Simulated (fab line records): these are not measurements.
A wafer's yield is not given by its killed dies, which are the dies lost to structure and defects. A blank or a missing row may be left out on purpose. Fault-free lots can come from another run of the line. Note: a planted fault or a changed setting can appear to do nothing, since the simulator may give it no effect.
fab line records	flow n5_finfet
record lots=24	wafers=72	last_day=18
route steps=1938 shown BEOL_M8@1398 BEOL_M9@1418 BEOL_M10@1485 BEOL_M11@1551
lots that met no fault: from a run of the same line without faults
start_h: start of the lot's first displayed wafer, in hours after the record's first day	wait_h: hours since the lot's step before	" unchanged from the row above	L1.1+2: a single row standing in for several wafers	- no value, or no start given	* or withheld: withheld	< > ~ a bound
route shown NAME@n: a module of which the file shows steps, and the number in the route of the first	usual: mean and standard deviation over wafers with no fault	same: alike in all rows	chamber/n: place in a boat	sites: the reading at each site	_std_site: the values' standard deviation	_edge_site: inner sites' mean taken away from outer sites' mean	radius_mm: for every site, how far away it sits from the centre of the wafer	mask NAME#n: copy n	behind: the most recent tool/chamber to have shaped the wafer	hold: why the lot was held/for how many hours/how that ended	device: whichever transistor did not switch (one of n, p or np)	end of line: at the end of the route, the tests of the same wafers	a step without rows: its recipe alone	killed: dies that structure and defects cost at the first sort, which is not the same as the wafer's yield	map: per-die view of a wafer (x killed, . not killed, _ where there is no die)
set.NAME: the setting as run; set.NAME@STEP: as run at that earlier step	model.NAME: the simulator's own value behind a step, which no gauge read
route steps across a sampled set of lots; one table per step, one row per wafer
services: a tool's chamber out of use, with start hour (start_h, from the record's first day; less than 0 if before it), hours out, and reason
## steps
# step N5_BEOL_M8_DEP_56
# recipe material=SiCN	target_thk_a=100	temp_c=withheld	precursor=3MS/NH3	pressure_torr=3	rf_w=202	time_s=17.5
# usual showerhead_plenum_p_Torr=3.659/0.017	throttle_valve_pct=9.0/0.34
lot.wafer	tool	chamber	start_h	wait_h	showerhead_plenum_p_Torr	throttle_valve_pct
L074.3	pecvd-04	2	243.10	0.0	3.667	8.8
L074.4	"	0	"	"	3.684	9.3
L074.5	"	1	"	"	3.643	8.7
L076.1	pecvd-04	2	245.46	0.0	3.670	8.8
L076.2	"	1	"	"	3.637	8.7
L076.5	"	0	"	"	3.687	9.5
L075.3	pecvd-01	0	247.39	0.0	3.637	9.1
L075.4	"	0	"	"	3.643	8.7
L075.6	"	1	"	"	3.655	9.4
L079.1	pecvd-01	2	249.48	0.0	3.649	8.6
L079.3	"	1	"	"	3.648	9.7
L079.5	"	2	"	"	3.656	8.5
L081.1	pecvd-04	0	253.16	0.0	3.668	9.5
L081.3	"	1	"	"	3.642	8.7
L081.6	"	1	"	"	3.636	8.3
L082.1	pecvd-04	2	257.01	0.0	3.678	9.0
L082.4	"	2	"	"	3.658	8.9
L082.5	"	1	"	"	3.638	8.9
L077.1	pecvd-03	0	258.09	0.0	3.648	9.1
L077.3	"	2	"	"	3.690	8.6
L077.6	"	0	"	"	3.642	8.8
L080.1	pecvd-03	2	263.69	0.0	3.684	8.8
L080.4	"	2	"	"	3.681	8.6
L080.5	"	1	"	"	3.676	9.3
L078.1	pecvd-01	1	285.32	0.0	3.655	9.4
L078.4	"	1	"	"	3.657	9.4
L078.5	"	2	"	"	3.648	8.7
L083.3	pecvd-04	0	290.52	0.0	3.687	9.1
L083.5	"	1	"	"	3.638	8.6
L083.6	"	2	"	"	3.674	8.9
L084.2	pecvd-04	1	293.68	0.0	3.641	8.8
L084.5	"	0	"	"	3.682	9.3
L084.6	"	1	"	"	3.643	8.6
L085.2	pecvd-01	1	293.95	0.0	3.651	9.3
L085.3	"	2	"	"	3.644	8.2
L085.5	"	2	"	"	3.645	8.8
L086.2	pecvd-04	1	294.22	0.0	3.640	8.7
L086.3	"	2	"	"	3.672	9.1
L086.6	"	2	"	"	3.671	8.9
L089.1	pecvd-04	2	318.86	0.0	3.671	8.9
L089.3	"	0	"	"	3.677	9.4
L089.5	"	0	"	"	3.681	9.2
L088.1	pecvd-04	0	319.08	0.0	3.691	9.1
L088.2	"	2	"	"	3.682	8.7
L088.3	"	1	"	"	3.652	8.6
L087.3	pecvd-04	1	319.35	0.0	3.641	8.6
L087.4	"	1	"	"	3.643	8.6
L087.5	"	0	"	"	3.688	9.2
L090.1	pecvd-01	2	321.22	0.0	3.645	8.4
L090.2	"	1	"	"	3.665	9.5
L090.6	"	2	"	"	3.650	8.8
L091.1	pecvd-04	1	334.76	0.0	3.649	8.5
L091.4	"	0	"	"	3.671	9.1
L091.5	"	1	"	"	3.644	8.5
L092.2	pecvd-01	0	339.53	0.0	3.637	9.0
L092.4	"	1	"	"	3.671	9.4
L092.6	"	2	"	"	3.642	9.0
L093.2	pecvd-01	2	342.28	0.0	3.655	8.7
L093.3	"	0	"	"	3.640	9.0
L093.6	"	1	"	"	3.657	9.4
L094.1	pecvd-01	0	345.00	0.0	3.633	9.0
L094.2	"	1	"	"	3.656	9.5
L094.4	"	0	"	"	3.639	8.9
L095.4	pecvd-03	1	351.11	0.0	3.666	9.4
L095.5	"	0	"	"	3.648	9.0
L095.6	"	2	"	"	3.679	8.9
L096.1	pecvd-01	2	367.14	0.0	3.648	8.7
L096.3	"	1	"	"	3.652	9.4
L096.5	"	2	"	"	3.650	8.7
L097.2	pecvd-04	0	367.50	0.0	3.675	9.3
L097.3	"	2	"	"	3.676	9.0
L097.6	"	2	"	"	3.669	8.9
# step N5_BEOL_M9_ETCH_61
# recipe chemistry=CF4	target=SiARC	target_depth_a=390	mask_material=CAR-ArF	time_s=65	ion_energy_ev=80	pressure_mtorr=40	source_w=545	bias_w=36	Ar_flow_sccm=100	cf4_flow_sccm=100	ends=cleared
# usual chamber_pressure_mTorr=39.99/0.04	drypump_motor_current_A=5.6/0.34	etch_rf_on_time_s=65.8/1.6	oes_product_au=0.68/0.081	rf_vpp_V=184.2/1.1	showerhead_plenum_p_Torr=2.15/0.069	throttle_valve_pct=15.56/0.23
lot.wafer	tool	chamber	start_h	wait_h	chamber_pressure_mTorr	drypump_motor_current_A	etch_rf_on_time_s	oes_product_au	rf_hours_counter_h	rf_vpp_V	showerhead_plenum_p_Torr	throttle_valve_pct
L074.3	rie_diel-05	3	245.61	0.0	39.99	6.3	65.9	0.78	16	187.5	2.27	15.58
L074.4	"	0	"	"	40.07	5.3	66.6	0.60	186	184.5	2.13	15.63
L074.5	"	3	"	"	39.94	6.3	66.0	0.79	-	185.4	2.27	15.56
L076.1	rie_diel-04	1	248.08	0.0	39.95	5.9	66.6	0.60	188	185.6	2.22	15.62
L076.2	"	0	"	"	40.02	5.7	69.8	0.58	202	181.9	2.12	15.97
L076.5	"	3	"	"	39.96	5.5	65.1	0.60	-	182.9	2.03	15.99
L075.3	rie_diel-05	3	250.81	0.0	39.95	6.3	66.3	0.78	18	185.7	2.27	15.56
L075.4	"	0	"	"	39.95	5.3	66.4	0.62	188	183.6	2.13	15.63
L075.6	"	3	"	"	39.98	6.3	65.2	0.78	-	185.9	2.27	15.58
L079.1	rie_diel-05	3	251.66	0.0	40.01	6.3	66.5	0.78	18	185.1	2.27	15.55
L079.3	"	2	"	"	39.92	5.9	65.3	0.61	173	184.0	2.13	15.46
L079.5	"	1	"	"	40.00	5.1	64.7	0.72	-	184.1	2.18	15.46
L081.1	rie_diel-04	1	258.31	0.0	40.05	5.9	66.8	0.60	191	185.6	2.22	15.62
L081.3	"	3	"	"	40.07	5.5	65.6	0.59	239	183.5	2.02	16.00
L081.6	"	2	"	"	39.95	5.7	65.1	0.80	-	184.2	2.11	15.25
L082.1	rie_diel-05	2	259.46	0.0	40.04	5.8	64.7	0.62	174	183.1	2.13	15.45
L082.4	"	3	"	"	40.04	6.3	66.7	0.76	19	185.8	2.27	15.57
L082.5	"	1	"	"	39.97	5.1	64.7	0.72	-	186.5	2.18	15.46
L077.1	rie_diel-05	2	260.22	0.0	40.01	5.9	64.0	0.62	174	184.2	2.13	15.47
L077.3	"	3	"	"	40.05	6.3	65.3	0.79	20	185.4	2.27	15.58
L077.6	"	1	"	"	40.00	5.1	63.5	0.72	-	184.4	2.18	15.45
L080.1	rie_diel-02	1	265.61	0.0	39.98	5.8	66.5	0.81	2	187.1	2.19	15.15
L080.4	"	2	"	"	39.99	5.7	64.4	0.80	-	184.6	2.19	15.20
L080.5	"	1	"	"	39.99	5.8	66.4	0.81	-	184.9	2.19	15.15
L078.1	rie_diel-05	3	289.75	0.0	40.01	6.3	65.4	0.77	27	187.1	2.27	15.58
L078.4	"	0	"	"	40.06	5.3	65.9	0.60	198	184.1	2.12	15.63
L078.5	"	1	"	"	39.99	5.1	63.9	0.71	-	183.5	2.18	15.47
L083.3	rie_diel-02	2	293.02	0.0	40.07	5.7	64.6	0.78	19	184.2	2.19	15.23
L083.5	"	0	"	"	39.99	5.3	66.7	0.59	-	183.4	2.04	15.82
L083.6	"	1	"	"	40.03	5.8	66.7	0.76	-	185.6	2.19	15.17
L084.2	rie_diel-02	0	296.39	0.0	39.94	5.3	67.3	0.59	216	182.4	2.04	15.82
L084.5	"	1	"	"	40.02	5.8	66.1	0.77	-	184.3	2.19	15.18
L084.6	"	2	"	"	39.98	5.7	64.5	0.78	-	184.5	2.18	15.24
L086.2	rie_diel-04	3	296.45	0.0	40.00	5.5	64.8	0.59	249	183.9	2.02	16.00
L086.3	"	0	"	"	39.93	5.7	69.6	0.58	215	184.6	2.11	16.01
L086.6	"	1	"	"	40.10	5.9	66.6	0.59	-	184.3	2.22	15.63
L085.2	rie_diel-05	2	296.74	0.0	39.97	5.9	64.3	0.61	184	183.1	2.12	15.48
L085.3	"	1	"	"	40.01	5.1	64.1	0.71	67	183.8	2.18	15.47
L085.5	"	3	"	"	40.02	6.3	65.7	0.76	-	184.6	2.27	15.58
L089.1	rie_diel-05	2	321.21	0.0	39.98	5.9	64.3	0.61	193	184.8	2.12	15.49
L089.3	"	0	"	"	39.95	5.3	65.6	0.60	208	184.2	2.12	15.66
L089.5	"	0	"	"	39.99	5.3	66.3	0.59	-	183.4	2.12	15.67
L088.1	rie_diel-02	0	321.63	0.0	39.92	5.3	67.8	0.58	227	183.0	2.03	15.84
L088.2	"	2	"	"	39.92	5.7	65.0	0.75	32	184.8	2.18	15.28
L088.3	"	1	"	"	39.93	5.8	67.0	0.76	17	185.4	2.19	15.19
L087.3	rie_diel-02	0	323.24	0.0	39.97	5.3	67.9	0.58	227	183.1	2.03	15.85
L087.4	"	2	"	"	40.02	5.7	64.7	0.75	32	183.1	2.18	15.27
L087.5	"	1	"	"	40.05	5.8	66.9	0.76	-	185.6	2.18	15.19
L090.1	rie_diel-05	2	323.61	0.0	39.95	5.9	63.8	0.61	193	184.8	2.12	15.50
L090.2	"	1	"	"	39.96	5.1	64.1	0.70	76	184.5	2.18	15.51
L090.6	"	0	"	"	39.99	5.3	65.8	0.60	-	185.0	2.12	15.67
L091.1	rie_diel-02	3	336.91	0.0	40.01	5.4	64.4	0.74	38	183.5	2.09	15.61
L091.4	"	0	"	"	40.04	5.3	67.6	0.58	234	182.7	2.03	15.84
L091.5	"	3	"	"	40.03	5.5	64.3	0.73	-	183.5	2.09	15.61
L092.2	rie_diel-02	0	341.51	0.0	39.97	5.3	67.3	0.58	236	183.7	2.03	15.85
L092.4	"	3	"	"	40.01	5.5	65.2	0.72	40	183.7	2.08	15.60
L092.6	"	3	"	"	40.06	5.5	64.6	0.72	-	183.4	2.08	15.62
L093.2	rie_diel-02	3	344.70	0.0	39.99	5.5	64.3	0.73	42	182.5	2.08	15.60
L093.3	"	1	"	"	39.96	5.8	66.2	0.75	28	184.0	2.18	15.19
L093.6	"	1	"	"	40.02	5.8	65.8	0.75	-	185.9	2.18	15.20
L094.1	rie_diel-04	1	348.39	0.0	40.00	5.9	66.8	0.58	222	185.6	2.21	15.68
L094.2	"	2	"	"	40.02	5.8	64.2	0.74	40	185.7	2.10	15.32
L094.4	"	0	"	"	39.95	5.7	70.4	0.57	236	182.6	2.11	16.05
L095.4	rie_diel-05	0	356.18	0.0	39.98	5.3	65.8	0.60	216	184.4	2.12	15.67
L095.5	"	2	"	"	39.94	5.9	64.3	0.61	-	185.1	2.12	15.50
L095.6	"	3	"	"	39.90	6.3	66.3	0.73	-	185.9	2.26	15.65
L096.1	rie_diel-02	2	370.75	0.0	40.04	5.7	65.1	0.73	49	184.9	2.18	15.29
L096.3	"	0	"	"	39.97	5.3	67.7	0.57	248	182.5	2.03	15.86
L096.5	"	0	"	"	39.99	5.3	67.4	0.57	-	184.0	2.03	15.88
L097.2	rie_diel-04	2	370.93	0.0	40.03	5.8	64.8	0.73	46	184.8	2.10	15.33
L097.3	"	3	"	"	39.98	5.5	64.4	0.79	16	186.4	2.27	15.58
L097.6	"	3	"	"	39.99	5.5	64.4	0.79	-	185.5	2.27	15.58
# step N5_BEOL_M9_STRIP_80
# recipe chemistry=N2/H2	time_s=10	power_w=450	temp_c=40	pressure_mtorr=20	rf_frequency_hz=6e+07	bias_power_w=7	n2_flow_sccm=200	h2_flow_sccm=200
# usual chamber_pressure_mTorr=20.000/0.023	drypump_motor_current_A=5.64/0.27	oes_product_au=0.81/0.11	rf_vpp_V=59.1/0.87	showerhead_plenum_p_Torr=2.55/0.091	throttle_valve_pct=23.62/0.21
lot.wafer	tool	chamber	start_h	wait_h	chamber_pressure_mTorr	drypump_motor_current_A	oes_product_au	rf_hours_counter_h	rf_vpp_V	showerhead_plenum_p_Torr	throttle_valve_pct
L074.3	rie_diel-04	3	-	-	19.979	5.49	0.69	236	60.2	2.40	23.86
L074.4	"	1	"	"	19.985	5.93	0.72	-	59.6	2.65	23.78
L074.5	"	0	"	"	20.010	5.71	0.70	-	59.9	2.50	23.82
L076.1	rie_diel-02	2	-	-	19.994	5.72	0.95	7	59.2	2.61	23.61
L076.2	"	0	"	"	20.020	5.34	0.71	202	57.3	2.42	23.60
L076.5	"	0	"	"	20.009	5.31	0.71	-	57.6	2.42	23.60
L075.3	rie_diel-05	2	-	-	20.008	5.86	0.72	173	60.2	2.52	23.26
L075.4	"	1	"	"	20.011	5.08	0.83	56	57.4	2.57	23.46
L075.6	"	1	"	"	19.992	5.10	0.83	-	59.2	2.57	23.48
L079.1	rie_diel-02	2	-	-	19.999	5.71	0.94	8	57.0	2.61	23.61
L079.3	"	0	"	"	19.988	5.31	0.71	203	58.7	2.42	23.58
L079.5	"	2	"	"	19.997	5.67	0.94	-	59.4	2.61	23.61
L081.1	rie_diel-02	2	-	-	19.995	5.68	0.94	9	58.9	2.61	23.63
L081.3	"	1	"	"	20.006	5.83	0.97	1	59.4	2.62	23.18
L081.6	"	2	"	"	20.006	5.70	0.92	-	59.1	2.61	23.61
L082.1	rie_diel-02	1	-	-	20.020	5.83	0.98	1	58.1	2.62	23.16
L082.4	"	0	"	"	19.994	5.29	0.70	204	60.8	2.42	23.61
L082.5	"	0	"	"	20.001	5.29	0.71	-	57.2	2.42	23.60
L077.1	rie_diel-02	1	-	-	19.970	5.84	0.98	2	59.4	2.62	23.17
L077.3	"	2	"	"	19.995	5.66	0.94	10	59.2	2.61	23.60
L077.6	"	1	"	"	19.969	5.85	0.97	-	60.9	2.62	23.15
L080.1	rie_diel-05	0	-	-	19.985	5.33	0.72	191	58.3	2.51	23.30
L080.4	"	1	"	"	20.015	5.09	0.82	58	60.2	2.57	23.48
L080.5	"	2	"	"	20.016	5.88	0.72	-	57.5	2.52	23.25
L078.1	rie_diel-02	0	-	-	19.997	5.30	0.71	214	58.0	2.42	23.62
L078.4	"	3	"	"	20.006	5.48	0.90	19	59.9	2.48	23.76
L078.5	"	0	"	"	19.976	5.32	0.69	-	59.7	2.42	23.63
L083.3	rie_diel-04	3	-	-	20.001	5.49	0.68	249	57.6	2.40	23.91
L083.5	"	0	"	"	20.028	5.70	0.69	-	59.3	2.50	23.84
L083.6	"	1	"	"	19.996	5.94	0.71	-	59.6	2.64	23.79
L084.2	rie_diel-02	3	-	-	19.996	5.49	0.89	22	59.7	2.48	23.75
L084.5	"	3	"	"	20.000	5.52	0.89	-	59.6	2.48	23.76
L084.6	"	2	"	"	20.002	5.62	0.90	-	60.5	2.60	23.63
L086.2	rie_diel-04	3	-	-	19.988	5.48	0.68	250	57.8	2.40	23.89
L086.3	"	0	"	"	20.027	5.71	0.70	217	58.5	2.50	23.83
L086.6	"	2	"	"	20.009	5.76	0.91	-	58.7	2.50	23.51
L085.2	rie_diel-02	3	-	-	19.989	5.48	0.89	23	57.3	2.48	23.76
L085.3	"	1	"	"	20.008	5.88	0.91	14	60.1	2.61	23.17
L085.5	"	3	"	"	19.974	5.43	0.89	-	59.9	2.48	23.76
L089.1	rie_diel-04	0	-	-	20.000	5.72	0.69	226	58.9	2.49	23.85
L089.3	"	2	"	"	20.003	5.78	0.89	29	59.2	2.50	23.50
L089.5	"	0	"	"	20.004	5.70	0.69	-	57.5	2.49	23.86
L088.1	rie_diel-04	1	-	-	19.991	5.95	0.72	212	60.8	2.64	23.80
L088.2	"	0	"	"	20.187	5.71	0.70	226	57.8	2.49	23.85
L088.3	"	2	"	"	20.006	5.76	0.89	30	57.6	2.50	23.51
L087.3	rie_diel-05	3	-	-	20.001	6.32	0.86	40	58.3	2.71	23.86
L087.4	"	1	"	"	19.973	5.09	0.80	-	58.0	2.57	23.52
L087.5	"	0	"	"	20.004	5.33	0.70	-	58.3	2.50	23.35
L090.1	rie_diel-04	2	-	-	20.002	5.76	0.89	31	58.5	2.50	23.53
L090.2	"	0	"	"	20.030	5.69	0.69	227	58.5	2.49	23.86
L090.6	"	3	"	"	20.014	5.48	1.00	-	57.9	2.72	23.78
L091.1	rie_diel-04	1	-	-	19.979	5.94	0.71	218	59.1	2.63	23.81
L091.4	"	2	"	"	20.012	5.74	0.88	36	58.7	2.50	23.53
L091.5	"	1	"	"	19.987	5.96	0.70	-	59.7	2.63	23.81
L092.2	rie_diel-02	0	-	-	20.000	5.30	0.69	237	58.7	2.41	23.63
L092.4	"	1	"	"	19.988	5.86	0.88	26	59.4	2.61	23.20
L092.6	"	0	"	"	20.039	5.31	0.69	-	59.4	2.41	23.64
L093.2	rie_diel-04	1	-	-	19.976	5.91	0.70	221	59.1	2.63	23.82
L093.3	"	0	"	"	19.993	5.66	0.69	235	59.2	2.49	23.86
L093.6	"	3	"	"	20.019	5.51	0.95	-	60.5	2.71	23.77
L094.1	rie_diel-04	3	-	-	20.002	5.48	0.94	10	60.4	2.71	23.78
L094.2	"	0	"	"	20.016	5.69	0.68	236	59.0	2.49	23.88
L094.4	"	1	"	"	20.005	5.93	0.70	223	57.7	2.63	23.82
L095.4	rie_diel-05	2	-	-	19.979	5.91	0.70	198	60.3	2.51	23.28
L095.5	"	3	"	"	19.980	6.35	0.87	-	58.9	2.70	23.86
L095.6	"	0	"	"	20.005	5.33	0.70	-	59.0	2.50	23.34
L097.2	rie_diel-04	3	-	-	19.973	5.48	0.92	16	58.6	2.71	23.81
L097.3	"	0	"	"	20.022	5.71	0.68	243	59.6	2.49	23.88
L097.6	"	2	"	"	20.005	5.72	0.86	-	60.2	2.49	23.52
L096.1	rie_diel-02	1	-	-	19.983	5.87	0.86	37	58.5	2.60	23.20
L096.3	"	2	"	"	19.973	5.67	0.85	49	59.4	2.59	23.66
L096.5	"	0	"	"	19.994	5.32	0.68	-	57.4	2.40	23.66
# step N5_BEOL_M10_INSPECT_13
# recipe mode=adi	inspect_instrument=brightfield
# usual raw_defect_count=437/100
lot.wafer	tool	chamber	start_h	wait_h	raw_defect_count
L074.3	defect_inspect-02	-	253.92	0.0	442
L074.4	"	-	"	"	473
L074.5	"	-	"	"	318
L076.1	defect_inspect-01	-	259.19	0.0	332
L076.2	"	-	"	"	441
L076.5	"	-	"	"	435
L075.3	defect_inspect-01	-	259.36	0.0	484
L075.4	"	-	"	"	473
L075.6	"	-	"	"	424
L079.1	defect_inspect-02	-	261.41	0.0	436
L079.3	"	-	"	"	442
L079.5	"	-	"	"	458
L081.1	defect_inspect-02	-	268.05	0.0	484
L081.3	"	-	"	"	299
L081.6	"	-	"	"	514
L082.1	defect_inspect-01	-	268.33	0.0	373
L082.4	"	-	"	"	383
L082.5	"	-	"	"	284
L077.1	defect_inspect-01	-	268.41	0.0	334
L077.3	"	-	"	"	408
L077.6	"	-	"	"	418
L080.1	defect_inspect-02	-	271.68	0.0	490
L080.4	"	-	"	"	346
L080.5	"	-	"	"	287
L078.1	defect_inspect-01	-	296.30	0.0	417
L078.4	"	-	"	"	563
L078.5	"	-	"	"	438
L083.3	defect_inspect-02	-	304.68	0.0	411
L083.5	"	-	"	"	419
L083.6	"	-	"	"	292
L084.2	defect_inspect-02	-	304.85	0.0	360
L084.5	"	-	"	"	356
L084.6	"	-	"	"	291
L085.2	defect_inspect-02	-	304.94	0.0	426
L085.3	"	-	"	"	467
L085.5	"	-	"	"	404
L086.2	defect_inspect-02	-	305.11	0.0	433
L086.3	"	-	"	"	457
L086.6	"	-	"	"	449
L089.1	defect_inspect-01	-	328.67	0.0	498
L089.3	"	-	"	"	619
L089.5	"	-	"	"	476
L088.1	defect_inspect-02	-	329.30	0.0	772
L088.2	"	-	"	"	418
L088.3	"	-	"	"	413
L087.3	defect_inspect-01	-	331.28	0.0	401
L087.4	"	-	"	"	458
L087.5	"	-	"	"	479
L090.1	defect_inspect-02	-	332.08	0.0	259
L090.2	"	-	"	"	264
L090.6	"	-	"	"	261
L091.1	defect_inspect-01	-	343.54	0.0	391
L091.4	"	-	"	"	419
L091.5	"	-	"	"	450
L092.2	defect_inspect-02	-	348.11	0.0	495
L092.4	"	-	"	"	479
L092.6	"	-	"	"	454
L093.2	defect_inspect-02	-	351.73	0.0	492
L093.3	"	-	"	"	403
L093.6	"	-	"	"	459
L094.1	defect_inspect-02	-	356.17	0.0	685
L094.2	"	-	"	"	477
L094.4	"	-	"	"	626
L095.4	defect_inspect-02	-	363.40	0.0	319
L095.5	"	-	"	"	386
L095.6	"	-	"	"	436
L097.2	defect_inspect-01	-	378.70	0.0	458
L097.3	"	-	"	"	439
L097.6	"	-	"	"	486
L096.1	defect_inspect-01	-	378.93	0.0	531
L096.3	"	-	"	"	630
L096.5	"	-	"	"	490
# step N5_BEOL_M10_SURFACE_TREAT_76
# recipe gas=Ar	time_s=*	ion_energy_ev=*	ion_current_ma_cm2=0.5	pressure_mtorr=*	ar_flow_sccm=30
# usual throttle_valve_pct=*
lot.wafer	tool	chamber	start_h	wait_h	throttle_valve_pct
L074.3	pvd_sputter-02	-	260.75	1.0	*
L074.4	"	-	"	"	*
L074.5	"	-	"	"	*
L076.1	pvd_sputter-02	-	261.84	0.2	*
L076.2	"	-	"	"	*
L076.5	"	-	"	"	*
L075.3	pvd_sputter-01	-	263.97	2.0	*
L075.4	"	-	"	"	*
L075.6	"	-	"	"	*
L079.1	pvd_sputter-01	-	265.09	0.2	*
L079.3	"	-	"	"	*
L079.5	"	-	"	"	*
L082.1	pvd_sputter-02	-	271.74	0.2	*
L082.4	"	-	"	"	*
L082.5	"	-	"	"	*
L077.1	pvd_sputter-03	-	274.06	1.5	*
L077.3	"	-	"	"	*
L077.6	"	-	"	"	*
L081.1	pvd_sputter-03	-	274.54	0.2	*
L081.3	"	-	"	"	*
L081.6	"	-	"	"	*
L080.1	pvd_sputter-02	-	275.93	0.3	*
L080.4	"	-	"	"	*
L080.5	"	-	"	"	*
L078.1	pvd_sputter-01	-	300.47	0.3	*
L078.4	"	-	"	"	*
L078.5	"	-	"	"	*
L084.2	pvd_sputter-03	-	310.13	0.2	*
L084.5	"	-	"	"	*
L084.6	"	-	"	"	*
L086.2	pvd_sputter-03	-	310.99	0.2	*
L086.3	"	-	"	"	*
L086.6	"	-	"	"	*
L083.3	pvd_sputter-02	-	311.28	0.3	*
L083.5	"	-	"	"	*
L083.6	"	-	"	"	*
L085.2	pvd_sputter-03	-	312.07	0.4	*
L085.3	"	-	"	"	*
L085.5	"	-	"	"	*
L089.1	pvd_sputter-01	-	332.65	0.2	*
L089.3	"	-	"	"	*
L089.5	"	-	"	"	*
L088.1	pvd_sputter-01	-	333.01	0.4	*
L088.2	"	-	"	"	*
L088.3	"	-	"	"	*
L087.3	pvd_sputter-02	-	334.83	0.5	*
L087.4	"	-	"	"	*
L087.5	"	-	"	"	*
L090.1	pvd_sputter-01	-	338.58	1.5	*
L090.2	"	-	"	"	*
L090.6	"	-	"	"	*
L091.1	pvd_sputter-02	-	349.92	0.2	*
L091.4	"	-	"	"	*
L091.5	"	-	"	"	*
L092.2	pvd_sputter-01	-	351.18	0.2	*
L092.4	"	-	"	"	*
L092.6	"	-	"	"	*
L093.2	pvd_sputter-02	-	357.04	0.2	*
L093.3	"	-	"	"	*
L093.6	"	-	"	"	*
L094.1	pvd_sputter-02	-	360.24	0.2	*
L094.2	"	-	"	"	*
L094.4	"	-	"	"	*
L095.4	pvd_sputter-02	-	367.35	0.3	*
L095.5	"	-	"	"	*
L095.6	"	-	"	"	*
L096.1	pvd_sputter-01	-	383.61	0.3	*
L096.3	"	-	"	"	*
L096.5	"	-	"	"	*
L097.2	pvd_sputter-03	-	383.62	0.3	*
L097.3	"	-	"	"	*
L097.6	"	-	"	"	*
# step N5_BEOL_M11_INSPECT_13
# recipe mode=adi	inspect_instrument=brightfield
# usual raw_defect_count=422/100
lot.wafer	tool	chamber	start_h	wait_h	raw_defect_count
L074.3	defect_inspect-01	-	265.01	0.0	251
L074.4	"	-	"	"	374
L074.5	"	-	"	"	253
L075.3	defect_inspect-01	-	268.14	0.0	453
L075.4	"	-	"	"	331
L075.6	"	-	"	"	361
L076.1	defect_inspect-02	-	268.31	0.0	320
L076.2	"	-	"	"	261
L076.5	"	-	"	"	309
L079.1	defect_inspect-01	-	268.57	0.0	352
L079.3	"	-	"	"	572
L079.5	"	-	"	"	408
L082.1	defect_inspect-01	-	275.51	0.0	319
L082.4	"	-	"	"	382
L082.5	"	-	"	"	280
L081.1	defect_inspect-02	-	277.27	0.0	461
L081.3	"	-	"	"	541
L081.6	"	-	"	"	423
L077.1	defect_inspect-01	-	277.56	0.0	377
L077.3	"	-	"	"	348
L077.6	"	-	"	"	436
L080.1	defect_inspect-02	-	279.60	0.0	391
L080.4	"	-	"	"	396
L080.5	"	-	"	"	583
L078.1	defect_inspect-01	-	305.09	0.0	459
L078.4	"	-	"	"	370
L078.5	"	-	"	"	484
L084.2	defect_inspect-02	-	313.34	0.0	436
L084.5	"	-	"	"	446
L084.6	"	-	"	"	537
L086.2	defect_inspect-01	-	314.82	0.0	281
L086.3	"	-	"	"	434
L086.6	"	-	"	"	315
L083.3	defect_inspect-01	-	315.30	0.0	303
L083.5	"	-	"	"	424
L083.6	"	-	"	"	330
L085.2	defect_inspect-01	-	315.46	0.0	502
L085.3	"	-	"	"	412
L085.5	"	-	"	"	561
L089.1	defect_inspect-01	-	336.37	0.0	331
L089.3	"	-	"	"	264
L089.5	"	-	"	"	418
L088.1	defect_inspect-01	-	336.53	0.0	401
L088.2	"	-	"	"	562
L088.3	"	-	"	"	482
L087.3	defect_inspect-02	-	339.93	0.0	355
L087.4	"	-	"	"	380
L087.5	"	-	"	"	513
L090.1	defect_inspect-01	-	342.97	0.0	470
L090.2	"	-	"	"	332
L090.6	"	-	"	"	602
L091.1	defect_inspect-01	-	356.01	0.0	465
L091.4	"	-	"	"	500
L091.5	"	-	"	"	632
L092.2	defect_inspect-01	-	356.21	0.0	425
L092.4	"	-	"	"	376
L092.6	"	-	"	"	420
L093.2	defect_inspect-02	-	363.16	0.0	420
L093.3	"	-	"	"	571
L093.6	"	-	"	"	435
L094.1	defect_inspect-02	-	363.62	0.0	700
L094.2	"	-	"	"	624
L094.4	"	-	"	"	593
L095.4	defect_inspect-01	-	373.18	0.0	377
L095.5	"	-	"	"	416
L095.6	"	-	"	"	262
L097.2	defect_inspect-01	-	387.54	0.0	500
L097.3	"	-	"	"	384
L097.6	"	-	"	"	514
L096.1	defect_inspect-01	-	387.82	0.0	486
L096.3	"	-	"	"	487
L096.5	"	-	"	"	431
## services
tool	chamber	start_h	hours	kind
rie_diel-02	1	228.55	-	clean
rie_diel-02	1	228.55	-	consumable_replace:focus_ring
rie_diel-02	1	228.55	24.3	scheduled_down
rie_diel-02	1	228.55	24.3	vent_cycle
pvd_sputter-03	-	239.40	1.2	repair
rie_diel-04	2	240.24	10.5	repair
pecvd-03	2	241.42	8.2	repair
rie_diel-02	-	257.01	2.8	pm
rie_diel-02	3	261.30	17.6	repair
rie_diel-04	3	301.26	-	clean
rie_diel-04	3	301.26	-	consumable_replace:focus_ring
rie_diel-04	3	301.26	-	consumable_replace:showerhead
rie_diel-02	1	307.24	11.4	repair
rie_diel-05	-	330.98	14.6	pm
pecvd-03	-	352.80	0.8	pm
pvd_sputter-01	-	352.83	2.6	repair
pecvd-04	-	357.00	0.6	repair
rie_diel-02	0	377.97	-	clean
rie_diel-02	0	377.97	-	consumable_replace:focus_ring
rie_diel-02	0	377.97	-	consumable_replace:showerhead
rie_diel-02	0	377.97	28.3	scheduled_down
rie_diel-02	0	377.97	28.3	vent_cycle
rie_diel-05	-	379.52	0.5	repair
rie_diel-02	3	381.15	5.7	repair
## key
fault none
